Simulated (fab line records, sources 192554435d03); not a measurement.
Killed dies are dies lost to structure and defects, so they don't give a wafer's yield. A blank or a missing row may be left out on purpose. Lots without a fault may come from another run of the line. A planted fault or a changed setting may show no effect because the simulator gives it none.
fab line records | flow n5_finfet
record lots=6 wafers=18 last_day=19
route steps=1938 shown BEOL_M0_SAQP@670 BEOL_M4@1111 PASSIVATION@1936
lots that met no fault: from a run of the same line without faults
start_h: hours from the record's first day to the start of the lot's first wafer shown | wait_h: hours since the lot's step before | " the same as in the row above | L1.1+2: a row that stands for several wafers | - no value, or no start given | * or withheld: withheld | < > ~ a bound
route shown NAME@n: a module of which the file shows steps, and the number in the route of the first | usual: mean/standard deviation of fault-free wafers | same: alike in all rows | chamber/n: place in a boat | sites: the reading at each site | _std_site: their standard deviation | _edge_site: outer sites' mean less inner sites' | radius_mm: how far each site lies from the wafer's centre | mask NAME#n: copy n | behind: the tool/chamber that last shaped the wafer | hold: why the lot was held/for how many hours/how that ended | device: the transistor (n, p or np) that didn't switch | end of line: the same wafers' tests at the end of the route | a step without rows: its recipe alone | killed: dies lost to structure and defects at the first sort, not the wafer's yield | map: a wafer's dies, x killed, . not, _ none there
set.NAME: the setting as run; set.NAME@STEP: as run at that earlier step | model.NAME: the simulator's own value behind a step, which no gauge read
lots at some steps of the route; a table a step, a row a wafer
services: from which hour (start_h, from the record's first day; less than 0 if before it) a tool's chamber was out of use, for how many hours, and why
## steps
# step N5_BEOL_M0_SAQP_RECESS_104
# recipe chemistry=HF/NH3 target=SiO2 target_depth_a=180 afs_cycles=3 temp_c=30 sublimation_temp_c=180 sublimation_time_s=60
# usual drypump_motor_current_A=5.79/0.3
# columns lot.wafer tool chamber start_h wait_h drypump_motor_current_A
L732.1 vapor_etch-01 0 158.19 0.1 6.21
L732.3 " 0 " " 6.21
L732.6 " 1 " " 5.69
L733.2 vapor_etch-01 1 163.59 0.1 5.72
L733.3 " 0 " " 6.23
L733.6 " 0 " " 6.21
L738.1 vapor_etch-02 1 195.34 0.1 5.86
L738.4 " 1 " " 5.84
L738.6 " 1 " " 5.84
L740.1 vapor_etch-02 1 207.01 0.1 5.85
L740.2 " 0 " " 5.39
L740.3 " 1 " " 5.85
L744.4 vapor_etch-02 1 229.46 0.2 5.86
L744.5 " 1 " " 5.85
L744.6 " 0 " " 5.39
L747.2 vapor_etch-02 1 252.46 0.1 5.85
L747.4 " 1 " " 5.86
L747.6 " 0 " " 5.38
# step N5_BEOL_M0_SAQP_COAT_105
# recipe resist=SOC temp_c=250 time_s=60 spin_rpm=1500 resist_thk_nm=100
# step N5_BEOL_M0_SAQP_ETCH_106
# recipe chemistry=N2/H2 target=SOC target_depth_a=1500 stop_on=SiNx ion_energy_ev=100 bias_w=61 pressure_mtorr=30 source_w=850 n2_flow_sccm=200 h2_flow_sccm=200
# usual bias_w=61.01/0.17 drypump_motor_current_A=5.6/0.46 oes_product_au=0.75/0.066 rf_vpp_V=240.8/1.2 showerhead_plenum_p_Torr=2.55/0.07 throttle_valve_pct=17.84/0.28
# columns lot.wafer tool chamber start_h wait_h bias_w drypump_motor_current_A oes_product_au rf_hours_counter_h rf_vpp_V showerhead_plenum_p_Torr throttle_valve_pct
L732.1 rie_diel-05 3 158.64 - 61.06 5.1 0.69 235 240.6 2.49 18.09
L732.3 " 1 " " 60.95 5.6 0.72 206 241.4 2.63 17.74
L732.6 " 2 " " 60.86 6.2 0.84 - 242.0 2.61 17.57
L733.2 rie_diel-06 0 164.04 - 61.05 5.2 0.79 105 240.6 2.46 18.05
L733.3 " 2 " " 60.80 5.6 0.74 171 242.7 2.64 17.91
L733.6 " 0 " " 61.14 5.2 0.78 - 239.9 2.46 18.07
L738.1 rie_diel-05 1 195.79 - 61.11 5.6 0.72 217 239.8 2.62 17.78
L738.4 " 3 " " 60.80 5.1 0.67 246 239.7 2.49 18.09
L738.6 " 2 " " 61.23 6.2 0.83 - 242.2 2.60 17.57
L740.1 rie_diel-06 3 207.46 - 60.79 5.6 0.71 189 241.1 2.63 17.93
L740.2 " 0 " " 61.03 5.1 0.79 116 241.3 2.46 18.09
L740.3 " 1 " " 61.12 6.6 0.67 232 241.2 2.53 18.07
L744.4 rie_diel-06 3 229.79 - 60.91 5.6 0.71 195 243.1 2.63 17.94
L744.5 " 2 " " 61.16 5.6 0.74 - 241.6 2.63 17.95
L744.6 " 1 " " 61.01 6.5 0.67 - 239.8 2.52 18.07
L747.2 rie_diel-06 2 252.91 - 60.91 5.6 0.72 194 243.2 2.63 17.96
L747.4 " 1 " " 60.75 6.5 0.67 244 240.1 2.52 18.08
L747.6 " 0 " " 61.17 5.2 0.77 - 238.6 2.45 18.10
# step N5_BEOL_M0_SAQP_ETCH_107
# recipe chemistry=CH3F/O2 target=SiNx target_depth_a=300 mask_material=SOC pressure_mtorr=30 source_w=395 bias_w=73 Ar_flow_sccm=150 CH3F_flow_sccm=30 O2_flow_sccm=20 ion_energy_ev=120
# step N5_BEOL_M0_SAQP_STRIP_108
# recipe chemistry=N2/H2 power_w=500 temp_c=40 pressure_mtorr=50 rf_frequency_hz=6e+07 overash_fraction=0.3 bias_power_w=28 h2_frac=0.5 n2_flow_sccm=300 h2_flow_sccm=300
# usual drypump_motor_current_A=5.7/0.46 oes_product_au=0.75/0.072 rf_vpp_V=122.0/0.82 showerhead_plenum_p_Torr=3.37/0.089 throttle_valve_pct=19.0/0.46
# columns lot.wafer tool chamber start_h wait_h drypump_motor_current_A oes_product_au rf_hours_counter_h rf_vpp_V showerhead_plenum_p_Torr throttle_valve_pct
L732.1 rie_diel-05 3 158.74 0.0 5.1 0.68 235 122.7 3.30 19.4
L732.3 " 1 " " 5.6 0.71 206 123.6 3.47 18.8
L732.6 " 2 " " 6.2 0.84 - 122.6 3.44 18.6
L733.2 rie_diel-06 0 164.14 0.0 5.2 0.81 106 121.0 3.26 19.3
L733.3 " 2 " " 5.6 0.75 171 122.2 3.48 19.4
L733.6 " 0 " " 5.2 0.80 - 121.9 3.26 19.3
L738.1 rie_diel-05 1 195.89 0.0 5.6 0.70 217 122.4 3.46 18.8
L738.4 " 3 " " 5.1 0.67 246 123.0 3.29 19.5
L738.6 " 2 " " 6.2 0.84 - 123.1 3.43 18.6
L740.1 rie_diel-06 3 207.56 0.0 5.7 0.71 189 122.4 3.47 19.0
L740.2 " 0 " " 5.1 0.80 116 122.0 3.25 19.3
L740.3 " 1 " " 6.6 0.67 232 120.9 3.34 19.3
L744.4 rie_diel-06 3 229.89 0.0 5.7 0.70 195 122.6 3.46 19.0
L744.5 " 2 " " 5.6 0.74 - 122.5 3.47 19.4
L744.6 " 1 " " 6.6 0.67 - 121.6 3.34 19.3
L747.2 rie_diel-06 2 253.01 0.0 5.7 0.73 194 122.8 3.47 19.4
L747.4 " 1 " " 6.6 0.66 244 121.4 3.33 19.3
L747.6 " 0 " " 5.1 0.79 - 120.9 3.25 19.3
# step N5_BEOL_M0_SAQP_RECESS_109
# recipe chemistry=HF/NH3 target=SiO2 target_depth_a=30 afs_cycles=1 temp_c=30 sublimation_temp_c=180 sublimation_time_s=60
# usual drypump_motor_current_A=5.9/0.3
# columns lot.wafer tool chamber start_h wait_h drypump_motor_current_A
L732.1 vapor_etch-02 1 158.80 0.0 5.9
L732.3 " 0 " " 5.4
L732.6 " 0 " " 5.4
L733.2 vapor_etch-02 0 164.20 0.0 5.4
L733.3 " 1 " " 5.9
L733.6 " 0 " " 5.4
L738.1 vapor_etch-02 1 195.95 0.0 5.8
L738.4 " 0 " " 5.4
L738.6 " 0 " " 5.4
L740.1 vapor_etch-01 0 207.62 0.0 6.2
L740.2 " 0 " " 6.2
L740.3 " 0 " " 6.2
L744.4 vapor_etch-01 1 229.99 0.1 5.7
L744.5 " 1 " " 5.7
L744.6 " 0 " " 6.2
L747.2 vapor_etch-01 0 253.07 0.0 6.2
L747.4 " 1 " " 5.7
L747.6 " 1 " " 5.7
# step N5_BEOL_M0_SAQP_SPACER2_ALD_26
# recipe material=SiO2 target_thk_a=150 temp_c=300 ald_precursor_family=BDEAS ald_co_reactant=O2-plasma pulse_time_s=1 purge_time_s=2 co_reactant_purge_time_s=2 pressure_torr=2
# usual heater_power_w=481/56 precursor_pulse_height_rel=1.001/0.02
# columns lot.wafer tool chamber start_h wait_h heater_power_w precursor_pulse_height_rel
L732.1 ald_sin-03 1 158.95 0.1 410 0.989
L732.3 " 2 " " 495 0.985
L732.6 " 3 " " 468 1.003
L733.2 ald_sin-03 1 164.34 0.1 415 0.991
L733.3 " 2 " " 483 0.962
L733.6 " 0 " " 509 0.994
L738.1 ald_sin-01 1 196.09 0.1 527 0.987
L738.4 " 2 " " 460 0.981
L738.6 " 1 " " 520 1.028
L740.1 ald_sin-02 3 207.89 0.2 434 0.983
L740.2 " 1 " " 427 1.002
L740.3 " 0 " " 494 1.023
L744.4 ald_sin-01 3 230.10 0.1 480 0.993
L744.5 " 3 " " 471 1.013
L744.6 " 2 " " 463 0.988
L747.2 ald_sin-02 3 253.33 0.2 437 1.003
L747.4 " 2 " " 637 1.021
L747.6 " 0 " " 486 1.009
# step N5_BEOL_M0_SAQP_SPACER2_ETCHBACK_27
# recipe chemistry=CHF3/O2 mode=anisotropic_etchback target=SiO2 target_depth_a=225 time_s=11.25 pressure_mtorr=30 source_w=650 bias_w=170 Ar_flow_sccm=200 CHF3_flow_sccm=50 O2_flow_sccm=5 ion_energy_ev=200
# step N5_BEOL_M0_SAQP_MANDREL2_REMOVE_110
# recipe chemistry=HBr/Cl2/O2 bt_time_s=10 target=a-Si stop_on=SiCN endpoint=OES-SiCl over_etch_frac=1 icp_w=600 bias_w=30 HBr_flow_sccm=150 Cl2_flow_sccm=80 O2_flow_sccm=5 pressure_mtorr=10
# step N5_BEOL_M0_SAQP_CD_MEAS_29
# recipe target_cd_nm=14.4 landing_energy_ev=1000 detector=se_inlens
# usual cd_nm=15.03/0.23
# columns lot.wafer tool chamber start_h wait_h cd_nm
L732.1 cd_sem-02 0 159.69 0.1 15.02
L732.3 " 0 " " 15.15
L732.6 " 0 " " 15.03
L733.2 cd_sem-01 0 165.09 0.1 15.26
L733.3 " 0 " " 15.19
L733.6 " 0 " " 15.17
L738.1 cd_sem-01 0 196.84 0.1 14.68
L738.4 " 0 " " 14.90
L738.6 " 0 " " 14.90
L740.1 cd_sem-02 0 208.63 0.1 14.96
L740.2 " 0 " " 15.03
L740.3 " 0 " " 14.93
L744.4 cd_sem-02 0 230.87 0.1 14.83
L744.5 " 0 " " 15.32
L744.6 " 0 " " 14.79
L747.2 cd_sem-02 0 254.31 0.1 15.27
L747.4 " 0 " " 14.71
L747.6 " 0 " " 15.12
# step N5_BEOL_M0_SAQP_COAT_69
# recipe resist=SOC temp_c=250 time_s=60 spin_rpm=1500 resist_thk_nm=90
# step N5_BEOL_M0_SAQP_COAT_72
# recipe resist=SiARC temp_c=220 time_s=60 spin_rpm=1500 resist_thk_nm=15
# step N5_BEOL_M0_SAQP_COAT_87
# recipe resist=underlayer temp_c=205 time_s=60 spin_rpm=1500 resist_thk_nm=5
# usual heater_power_total_W=391.7/1.3 plate_temp_C=204.96/0.15
# columns lot.wafer tool chamber start_h wait_h heater_power_total_W plate_temp_C
L732.1 litho_track-02 0 159.73 - 391.8 204.94
L732.3 " 0 " " 390.7 204.97
L732.6 " 0 " " 390.3 204.82
L733.2 litho_track-05 0 165.13 - 393.6 204.99
L733.3 " 0 " " 392.9 205.01
L733.6 " 0 " " 392.3 205.17
L738.1 litho_track-02 0 196.88 - 386.0 202.74
L738.4 " 0 " " 385.1 202.79
L738.6 " 0 " " 387.2 202.76
L740.1 litho_track-02 0 208.67 - 385.5 202.82
L740.2 " 0 " " 384.6 202.78
L740.3 " 0 " " 386.4 202.55
L744.4 litho_track-01 0 230.91 - 389.7 204.99
L744.5 " 0 " " 393.8 205.12
L744.6 " 0 " " 391.2 205.16
L747.2 litho_track-01 0 254.35 - 393.4 204.79
L747.4 " 0 " " 392.7 204.91
L747.6 " 0 " " 389.7 204.91
# step N5_BEOL_M0_SAQP_COAT_34
# recipe resist=CAR-EUV spin_rpm=1500 resist_thk_nm=30
# step N5_BEOL_M4_RC_MEAS_101
# usual DIBL_N=36.5/1.9 DIBL_P=36.4/2.2 IOFF_N=0.17/0.034 IOFF_P=0.21/0.036 ION_N=678/12 ION_P=462/7.1 SS_N=71.7/0.61 SS_P=73.4/0.71 VT_N=249/3.5 VT_P=-251/3
# columns lot.wafer tool chamber start_h wait_h DIBL_N[mV/V] DIBL_P[mV/V] IOFF_N[nA/um] IOFF_P[nA/um] ION_N[uA/um] ION_P[uA/um] SS_N[mV/dec] SS_P[mV/dec] VT_N[mV] VT_P[mV]
L732.1 prober-01 0 237.44 0.0 37.4 35.8 0.16 0.19 671 462 71.6 73.3 250 -253
L732.3 " 0 " " 36.8 35.2 0.15 0.19 664 464 71.7 72.9 251 -252
L732.6 " 0 " " 37.6 36.0 0.16 0.20 678 465 71.8 73.2 247 -255
L733.2 prober-01 0 250.03 0.2 38.1 37.9 0.17 0.21 663 458 72.2 73.1 252 -248
L733.3 " 0 " " 39.3 40.2 0.21 0.26 692 477 72.7 73.7 245 -249
L733.6 " 0 " " 38.5 39.6 0.20 0.23 696 466 72.0 73.6 246 -251
L738.1 prober-02 0 282.52 0.0 35.1 34.5 0.13 0.18 653 452 71.7 73.2 253 -253
L738.4 " 0 " " 34.2 34.1 0.13 0.18 664 455 71.0 72.9 251 -251
L738.6 " 0 " " 36.2 36.1 0.16 0.21 673 460 71.8 73.8 252 -251
L740.1 prober-02 0 298.30 0.0 38.4 37.8 0.19 0.24 687 474 71.7 73.8 247 -249
L740.2 " 0 " " 35.8 34.0 0.13 0.17 664 450 72.1 72.6 253 -253
L740.3 " 0 " " 36.9 36.0 0.17 0.21 697 469 71.6 73.1 244 -248
L744.4 prober-01 0 319.05 0.5 39.7 40.1 0.23 0.30 694 468 72.2 74.4 246 -245
L744.5 " 0 " " 36.0 35.4 0.16 0.21 690 459 71.7 73.3 250 -249
L744.6 " 0 " " 39.2 39.5 0.22 0.29 694 471 73.3 74.6 245 -248
L747.2 prober-01 0 347.86 0.2 34.2 32.5 0.13 0.18 671 463 71.7 73.3 252 -253
L747.4 " 0 " " 35.5 34.0 0.16 0.20 673 467 70.7 74.2 249 -252
L747.6 " 0 " " 35.3 33.4 0.15 0.18 683 462 71.6 73.3 251 -252
# step N5_PASSIVATION_PROBE_49
# usual defect_limited_yield=91.0/1.5 killed_at_M0_to_M3=35/11 killed_at_M4_up=13/5 killed_at_contacts=12/5.9 killed_at_front_end=42/13 killed_at_other=3/3.2 killed_dies=106/18 killed_open=69/13 killed_short=35/8.9 sort_bin_5_function=5.2/0.95 sort_bin_6_memory=3.3/0.71 sort_n_pass=1074/18 sort_yield_pct=91.0/1.5
# same gross_dies=1180 killed_at_back_side=0 sort_bin_4_leakage[%]=0 sort_bin_8_speed[%]=0
# columns lot.wafer tool chamber start_h wait_h defect_limited_yield[%] killed_at_M0_to_M3 killed_at_M4_up killed_at_contacts killed_at_front_end killed_at_other killed_dies killed_open killed_short sort_bin_5_function[%] sort_bin_6_memory[%] sort_n_pass sort_yield_pct[%]
L732.1 prober-01 - 354.01 0.0 89.4 39 6 19 56 5 125 74 51 6.3 4.0 1055 89.4
L732.3 prober-01 - 354.11 0.1 89.7 28 9 21 61 3 122 80 37 5.3 3.9 1058 89.7
L732.6 prober-01 - 354.26 0.3 89.5 41 12 15 56 0 124 79 45 6.2 3.8 1056 89.5
L740.2 prober-02 - 420.47 0.1 91.9 54 5 1 34 2 96 54 37 4.7 2.6 1084 91.9
L747.2 prober-02 - 465.13 0.1 92.8 27 6 13 38 1 85 53 31 3.8 3.1 1095 92.8
L747.4 prober-02 - 465.23 0.2 94.2 29 3 7 27 2 68 47 19 2.7 2.9 1112 94.2
L747.6 prober-02 - 465.33 0.3 93.1 44 3 12 23 0 82 54 25 3.4 2.9 1098 93.1
# killed by level:class
L732.1 STI_FIN_REVEAL:geometric_particle:open=22 MOL_CONTACT_COAG:geometric_particle:open=16 BEOL_M0_SAQP:geometric_particle:short=10 BEOL_M3:geometric_particle:open=7 FIN_SAQP:geometric_particle:open=6 FIN_SAQP:geometric_particle:short=5 STI_FIN_REVEAL:geometric_particle:short=5 BEOL_M1:geometric_particle:short=5
L732.3 STI_FIN_REVEAL:geometric_particle:open=27 MOL_CONTACT_COAG:geometric_particle:open=13 BEOL_M1:geometric_particle:open=9 MOL_CONTACT_COAG:geometric_particle:short=8 BEOL_M0_SAQP:geometric_particle:short=6 BEOL_M3:geometric_particle:open=6 HKMG_FIN:area_etch=5 FIN_SAQP:geometric_particle:short=4
L732.6 STI_FIN_REVEAL:geometric_particle:open=18 FIN_SAQP:geometric_particle:short=15 MOL_CONTACT_COAG:geometric_particle:open=10 BEOL_M0_SAQP:geometric_particle:open=10 BEOL_M0_SAQP:geometric_particle:short=8 BEOL_M1:geometric_particle:open=7 BEOL_M0:geometric_particle:open=7 FIN_SAQP:geometric_particle:open=5
L740.2 BEOL_M0_SAQP:geometric_particle:short=19 BEOL_M3:geometric_particle:open=13 BEOL_M0_SAQP:geometric_particle:open=11 FIN_SAQP:geometric_particle:open=7 FIN_SAQP:geometric_particle:short=6 STI_FIN_REVEAL:geometric_particle:open=5 BEOL_M1:geometric_particle:open=4 HKMG_FIN:area_etch=4
L747.2 FIN_SAQP:geometric_particle:open=13 FIN_SAQP:geometric_particle:short=12 MOL_CONTACT_COAG:geometric_particle:open=11 BEOL_M1:geometric_particle:open=6 GATE_CUT:geometric_particle:short=4 BEOL_M0_SAQP:geometric_particle:open=4 BEOL_M0_SAQP:geometric_particle:short=4 BEOL_M3:geometric_particle:open=4
L747.4 FIN_SAQP:geometric_particle:open=12 MOL_CONTACT_COAG:geometric_particle:open=7 BEOL_M3:geometric_particle:open=5 FIN_SAQP:geometric_particle:short=4 BEOL_M0_SAQP:geometric_particle:open=4 BEOL_M1:geometric_particle:open=4 BEOL_M2:geometric_particle:open=4 BEOL_M0_SAQP:geometric_particle:short=3
L747.6 BEOL_M2:geometric_particle:open=12 MOL_CONTACT_COAG:geometric_particle:open=11 BEOL_M3:geometric_particle:open=7 BEOL_M0_SAQP:geometric_particle:short=6 FIN_SAQP:geometric_particle:short=5 BEOL_M0_SAQP:geometric_particle:open=5 BEOL_M0:geometric_particle:open=5 GATE_CUT:geometric_particle:short=4
## services
# columns tool chamber start_h hours kind
ald_sin-01 0 135.09 3.7 repair
ald_sin-03 1 147.19 7.9 repair
ald_sin-02 1 169.32 4.6 repair
vapor_etch-01 1 190.54 18.7 repair
ald_sin-02 3 205.56 - calibration
ald_sin-03 3 222.60 5.0 repair
rie_diel-05 3 225.33 - clean
rie_diel-05 3 225.33 - consumable_replace:focus_ring
rie_diel-05 3 225.33 13.3 scheduled_down
rie_diel-05 3 225.33 13.3 vent_cycle
ald_sin-03 - 252.95 0.7 repair
## key
first_sign step=N5_BEOL_M0_SAQP_COAT_87 reading=plate_temp_C direction=down sigmas=15 usual=* struck=*
effect step=N5_BEOL_M0_SAQP_COAT_87 reading=heater_power_total_W direction=down sigmas=4.6 usual=* struck=*
met_at N5_BEOL_M0_SAQP_COAT_87
struck_wafers L738.1,L738.4,L738.6,L740.1,L740.2,L740.3
onset_between 159.73 196.88
fault kind=process_parameter_drift tool=litho_track-02 chamber=- onset_h=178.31 steps=N5_BEOL_M0_SAQP_COAT_87 channel=temp_c offset=* shape=step end_h=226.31 acts_in=* stated=*
